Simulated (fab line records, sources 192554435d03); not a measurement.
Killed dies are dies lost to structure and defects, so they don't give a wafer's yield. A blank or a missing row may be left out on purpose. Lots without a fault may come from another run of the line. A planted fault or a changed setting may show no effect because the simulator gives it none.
Chamber matching | flow n5_finfet | N5_FIN_SAQP_STRIP_77 on rie_diel-06: 4 sister chambers
The step strips in N2/H2, time 90 s. 4 wafers are shown with their chamber, then 10 later ones without.

WAFERS WITH THEIR CHAMBER
wafer  | chamber | drypump_motor_current_A (A)
L088.5 | 1       | 6.5
L090.2 | 2       | 5.4
L092.2 | 3       | 4.8
L092.4 | 0       | 5.3

WAFERS WITHOUT THEIR CHAMBER
wafer  | drypump_motor_current_A (A)
L092.6 | 4.8
L093.1 | 6.4
L093.5 | 6.4
L093.6 | 5.3
L094.2 | 6.5
L094.3 | 4.8
L094.5 | 4.8
L097.1 | 5.4
L097.4 | 4.8
L097.5 | 5.5

WHICH CHAMBER EACH WENT THROUGH
wafer  | from the rows above     | in truth
L092.6 | 3                       | 3
L093.1 | 1                       | 1
L093.5 | 1                       | 1
L093.6 | can't be placed: 0 or 2 | 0
L094.2 | 1                       | 1
L094.3 | 3                       | 3
L094.5 | 3                       | 3
L097.1 | can't be placed: 2 or 0 | 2
L097.4 | 3                       | 3
L097.5 | can't be placed: 2 or 0 | 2
Placed correctly: 7 of 10. Can't be placed from these rows: 3 (the true chamber is among the candidates in 3). Placed wrongly: 0.
How it was worked out, from the rows above alone: a wafer's distance from a chamber is the root of the sum, over the readings, of the square of ((its reading less the chamber's mean) divided by the reading's scatter). The wafer belongs to the nearest chamber; if the next one is less than 2 further off, it can't be placed. A chamber's mean is the mean of its shown wafers. The scatter: with one shown wafer a chamber, the root of the mean of the squares of how far each hidden wafer lies from its nearest shown one.
